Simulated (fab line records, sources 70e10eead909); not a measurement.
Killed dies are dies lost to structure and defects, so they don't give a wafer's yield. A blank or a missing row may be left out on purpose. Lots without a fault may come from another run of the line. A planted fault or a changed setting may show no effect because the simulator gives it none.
Which tool did it? | flow nand_harc | 6 lots, 18 wafers sampled, at 5 steps of a route of 1302

WHAT THE GAUGES READ, wafer by wafer
NHARC_P_M1_CD_MEAS_09: target cd 130 nm.
lot  | measured     | on        | cd_nm (nm)
L579 | day 7 11:56  | cd_sem-02 | 129.7 130.6 129.6
L581 | day 8 10:12  | cd_sem-01 | 129.8 128.9 129.3
L586 | day 10 06:00 | cd_sem-02 | 130.9 129.2 129.8
L595 | day 14 01:20 | cd_sem-01 | 127.3 127.4 128.1
L597 | day 14 17:12 | cd_sem-02 | 129.3 129.9 130.2
L599 | day 15 16:22 | cd_sem-02 | 129.9 130.0 129.8

WHICH TOOL RAN EACH LOT (tool, then ch and the chambers of the sampled wafers, then the start)
lot  | NHARC_P_M0_STRIP_18                | NHARC_P_M0_DEGAS_28          | NHARC_P_M0_PVD_20                       | NHARC_P_M1_EXPOSE_06
L579 | rie_diel-11 ch 0,2,3, day 7 08:20  | pvd_sputter-03, day 7 08:51  | pvd_sputter-03, day 7 11:47 or earlier  | arfi_scanner-01 ch 0, day 7 11:47
L581 | rie_diel-11 ch 2,3, day 8 06:51    | pvd_sputter-03, day 8 07:23  | pvd_sputter-03, day 8 10:04 or earlier  | arfi_scanner-01 ch 0, day 8 10:04
L586 | rie_diel-03 ch 0,1,2, day 10 02:32 | pvd_sputter-02, day 10 03:04 | pvd_sputter-02, day 10 05:52 or earlier | arfi_scanner-03 ch 0, day 10 05:52
L595 | rie_diel-10 ch 1,2,3, day 13 21:55 | pvd_sputter-01, day 13 22:25 | pvd_sputter-01, day 14 01:13 or earlier | arfi_scanner-01 ch 0, day 14 01:13
L597 | rie_diel-03 ch 2,3, day 14 13:49   | pvd_sputter-03, day 14 14:20 | pvd_sputter-03, day 14 17:04 or earlier | arfi_scanner-03 ch 0, day 14 17:04
L599 | rie_diel-03 ch 0,2,3, day 15 13:02 | pvd_sputter-03, day 15 13:32 | pvd_sputter-03, day 15 16:13 or earlier | arfi_scanner-02 ch 0, day 15 16:13
- NHARC_P_M0_STRIP_18: strips in N2/H2.
- NHARC_P_M0_DEGAS_28: time 60 s.
- NHARC_P_M0_PVD_20: deposits TaN, target thk 5 nm, time 8.06 s.
- NHARC_P_M1_EXPOSE_06: exposes mask P M1, target cd 130 nm.

THE ANSWER, worked out from the rows above alone
Rule: what is usual is taken from the lots themselves. Put in order of their means at a reading, lots are off if they are a third of the lots or fewer, leave a main group of 4 or more, and stand apart from it by a gap of 3 or more times the standard deviation of the main group's means; of several such gaps the widest counts. A main group whose means are all the same, to the digits that the tables above print for the reading, isn't used. A lot without any number at a reading at which 4 lots or more have one is off too. The other lots that the step has rows for count as sound.
Off: L595, at NHARC_P_M1_CD_MEAS_09 (cd_nm). The main group: mean 129.8 nm, standard deviation 0.24.
A tool fits if, at a process step before that reading, it ran every lot that is off, and no sound lot after the first of them. The gauges at NHARC_P_M1_CD_MEAS_09 are tried like those tools. NHARC_P_M0_PVD_20 gives no start for some lots, so the hours and the order of its lots are those of NHARC_P_M1_EXPOSE_06. Can't be told from this: 4 tools fit, rie_diel-10 at NHARC_P_M0_STRIP_18, pvd_sputter-01 at NHARC_P_M0_DEGAS_28 and NHARC_P_M0_PVD_20, arfi_scanner-01 at NHARC_P_M1_EXPOSE_06, cd_sem-01 at NHARC_P_M1_CD_MEAS_09.

WHAT THE SIMULATOR HAD PUT IN
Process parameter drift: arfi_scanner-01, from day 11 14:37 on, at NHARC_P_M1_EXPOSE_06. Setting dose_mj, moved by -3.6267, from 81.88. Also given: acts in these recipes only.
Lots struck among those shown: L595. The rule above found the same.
